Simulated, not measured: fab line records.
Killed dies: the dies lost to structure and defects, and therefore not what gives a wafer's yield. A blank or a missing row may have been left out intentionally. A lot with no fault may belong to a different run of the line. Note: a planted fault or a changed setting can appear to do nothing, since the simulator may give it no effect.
Which of the tools did it?	flow nand harc	Sampling: 13 lots, 39 wafers, 5 of 1302 route steps

## WHAT EACH GAUGE READ, for each wafer
NHARC_A_WL_FILL_INSPECT_15. Usual: raw defect count at 467, with a standard deviation of 110.
lot	measured	on	raw defect count	flag
L255	day 21 22:50	defect inspect-02	411 477 617	
L258	day 21 19:41	defect inspect-02	524 394 375	
L259	day 22 22:20	defect inspect-01	450 360 548	
L261	day 23 19:36	defect inspect-02	727 310 395	
L262	day 24 03:58	defect inspect-02	581 542 437	
L265	day 26 23:14	defect inspect-01	606 482 769	
L263	day 26 23:10	defect inspect-02	366 411 515	
L274	day 29 07:40	defect inspect-02	407 502 350	
L273	day 29 07:40	defect inspect-01	520 479 489	
L275	day 29 13:14	defect inspect-02	567 361 562	
L277	day 30 05:45	defect inspect-01	327 486 429	
L276	day 30 17:33	defect inspect-02	317 275 477	
L278	day 31 11:39	defect inspect-01	447 430 429	

NHARC_END_SORT_01. Usual: killed at array 51, standard deviation 16; killed at other 0.6, standard deviation 0.88; killed at periphery 4.0, standard deviation 2.6; killed dies 55, standard deviation 16; killed open 3.5, standard deviation 1.9; killed short 2.3, standard deviation 1.6.
lot	measured	on	killed at array	killed at other	killed at periphery	killed dies	killed open	killed short	flag
L255	day 25 10:09	prober-02	32 51 55	0 0 0	3 2 2	35 53 57	6 5 2	2 4 1	
L258	day 25 01:38	prober-02	74 56 79	0 0 1	5 3 4	79 59 84	5 6 2	0 0 1	
L261	day 27 02:44	prober-01	42 35 32	0 1 1	2 1 2	44 37 35	9 2 2	1 1 3	
L263	day 31 06:35	prober-02	77 78 72	0 1 0	5 4 4	82 83 76	6 4 5	2 3 2	
L274	day 32 09:21	prober-01	51 39 36	1 1 1	2 3 6	54 43 43	5 5 2	8 1 3	
L273	day 32 21:03	prober-01	54 56 66	1 0 2	3 2 3	58 58 71	3 5 3	0 0 5	
L275	day 32 22:34	prober-02	58 58 56	0 0 0	6 3 6	64 61 62	4 3 1	4 2 0	
L276	day 34 02:11	prober-02	26 24 24	1 3 1	9 8 5	36 35 30	2 2 5	1 4 3	
L278	day 35 00:49	prober-01	54 44 43	0 1 0	5 3 2	59 48 45	5 2 3	2 3 1	

## TOOL THAT RAN EACH LOT (tool first, then ch and the chambers of the sampled wafers, then the start)
lot	NHARC_A_SLIT_ETCH_29	NHARC_A_WL_FILL_CVD_23	NHARC_A_WL_FILL_ALD_19
L255	rie diel-02 ch 0,1,3, day 20 15:58	lpcvd poly-03 ch 0, day 21 19:07	ald metal-02 ch 0,1,3, day 21 21:59
L258	rie diel-06 ch 0,1,2, day 20 19:40	lpcvd poly-04 ch 0, day 21 15:59	ald metal-01 ch 0,2,3, day 21 18:51
L259	rie diel-11 ch 0,2,3, day 21 20:59	lpcvd poly-02 ch 0, day 22 18:35	ald metal-01 ch 0,2,3, day 22 21:30
L261	rie diel-11 ch 0,1,2, day 22 18:19	lpcvd poly-02 ch 0, day 23 15:55	ald metal-01 ch 0,1,2, day 23 18:45
L262	rie diel-11 ch 1,2,3, day 23 01:26	lpcvd poly-03 ch 0, day 24 00:12	ald metal-02 ch 0,2,3, day 24 03:05
L265	rie diel-02 ch 0,2, day 24 13:46	lpcvd poly-03 ch 0, day 26 19:30	ald metal-01 ch 0,2, day 26 22:20
L263	rie diel-06 ch 0,2,3, day 24 14:03	lpcvd poly-03 ch 0, day 26 19:30	ald metal-04 ch 0,3, day 26 22:19
L274	rie diel-11 ch 0,2,3, day 28 06:02	lpcvd poly-03 ch 0, day 29 03:58	ald metal-02 ch 0,1,2, day 29 06:49
L273	rie diel-02 ch 0,2, day 28 06:25	lpcvd poly-03 ch 0, day 29 03:58	ald metal-01 ch 1,2, day 29 06:50
L275	rie diel-02 ch 0,2,3, day 28 09:56	lpcvd poly-03 ch 0, day 29 09:34	ald metal-02 ch 0,1, day 29 12:23
L277	rie diel-06 ch 0,2,3, day 29 02:56	lpcvd poly-04 ch 0, day 30 02:02	ald metal-02 ch 1,3, day 30 04:54
L276	rie diel-02 ch 0,1,2, day 29 15:47	lpcvd poly-04 ch 0, day 30 13:53	ald metal-02 ch 0,1,2, day 30 16:42
L278	rie diel-11 ch 0,1,3, day 30 11:07	lpcvd poly-02 ch 0, day 31 07:57	ald metal-04 ch 0,2,3, day 31 10:50
- NHARC_A_SLIT_ETCH_29: etches the open film in CF4/O2, target depth 100 nm, overetch 10 nm, time 55 s.
- NHARC_A_WL_FILL_CVD_23: deposits poly-Si, target thk 40 nm, time 800 s.
- NHARC_A_WL_FILL_ALD_19: deposits TiN, target thk 2 nm, pulse time 3 s, ald cycles 100.

## WHAT THE TOOLS THEMSELVES READ (means of the sampled wafers that have a number; where no wafer has one, the mark that the record gives instead)
NHARC_A_SLIT_ETCH_29. Usual: chamber pressure mTorr 30.000 mTorr, standard deviation 0.025; drypump motor current A 5.8 A, standard deviation 0.45; oes product au 0.999 a.u., standard deviation 0.0077; rf vpp V 197.4 V, standard deviation 1.2; showerhead plenum p Torr 1.31 Torr, standard deviation 0.038; throttle valve pct 13.398 %, standard deviation 0.0084.
lot	tool	chamber pressure mTorr (mTorr)	drypump motor current A (A)	oes product au (a.u.)	rf vpp V (V)	showerhead plenum p Torr (Torr)	throttle valve pct (%)	flag
L255	rie diel-02	29.990	5.8	0.994	196.3	1.30	13.396	
L258	rie diel-06	30.008	5.8	1.004	197.8	1.32	13.392	
L259	rie diel-11	29.989	5.7	1.002	198.4	1.35	13.401	
L261	rie diel-11	30.021	6.1	1.006	196.9	1.34	13.398	
L262	rie diel-11	29.985	5.5	1.005	198.2	1.32	13.391	
L265	rie diel-02	30.012	6.1	0.991	196.6	1.30	13.404	
L263	rie diel-06	29.994	5.8	0.993	197.4	1.33	13.396	
L274	rie diel-11	29.989	5.7	1.000	198.5	1.35	13.401	
L273	rie diel-02	30.012	6.0	0.999	197.3	1.27	13.400	
L275	rie diel-02	30.007	5.9	1.005	196.5	1.29	13.390	
L277	rie diel-06	29.991	5.8	0.996	197.7	1.32	13.406	
L276	rie diel-02	30.012	5.9	0.994	197.1	1.28	13.394	
L278	rie diel-11	29.992	5.6	0.991	197.6	1.35	13.402	

NHARC_A_WL_FILL_CVD_23. Usual: zone power upper pct at 8.92 %, with a standard deviation of 0.25.
lot	tool	zone power upper pct (%)	flag
L255	lpcvd poly-03	8.74	
L258	lpcvd poly-04	8.94	
L259	lpcvd poly-02	9.39	
L261	lpcvd poly-02	9.34	
L262	lpcvd poly-03	8.65	
L265	lpcvd poly-03	8.70	
L263	lpcvd poly-03	8.74	
L274	lpcvd poly-03	8.70	
L273	lpcvd poly-03	8.66	
L275	lpcvd poly-03	8.71	
L277	lpcvd poly-04	8.95	
L276	lpcvd poly-04	8.89	
L278	lpcvd poly-02	9.31	

NHARC_A_WL_FILL_ALD_19. Usual: heater power w 1064 W, standard deviation 78; precursor pulse height rel 1.000, standard deviation 0.017.
lot	tool	heater power w (W)	precursor pulse height rel	flag
L255	ald metal-02	1032	1.004	
L258	ald metal-01	1095	0.997	
L259	ald metal-01	1087	1.018	
L261	ald metal-01	1076	0.994	
L262	ald metal-02	1068	1.005	
L265	ald metal-01	1076	0.999	
L263	ald metal-04	995	1.014	
L274	ald metal-02	1086	0.999	
L273	ald metal-01	1097	1.009	
L275	ald metal-02	1087	0.986	
L277	ald metal-02	1022	1.013	
L276	ald metal-02	1098	1.004	
L278	ald metal-04	1036	1.000	

## THE ANSWER, worked out from the rows above alone
Rule: a lot is off if the mean of its wafers that have a number lies more than 3 standard deviations from the usual mean. Also off: a lot with no number at a reading for which 4 or more lots have one. All remaining lots with rows at the step are treated as sound. After the gauges, taken in route order, come the tools' own readings; for these a lot's mean is taken, as printed above. At the first step where some lot is off, the reading lying furthest off is the one used; lots without a number count as furthest.
No lot is off at any reading shown: from this, nothing can be told.

## WHAT WAS PUT IN BY THE SIMULATOR
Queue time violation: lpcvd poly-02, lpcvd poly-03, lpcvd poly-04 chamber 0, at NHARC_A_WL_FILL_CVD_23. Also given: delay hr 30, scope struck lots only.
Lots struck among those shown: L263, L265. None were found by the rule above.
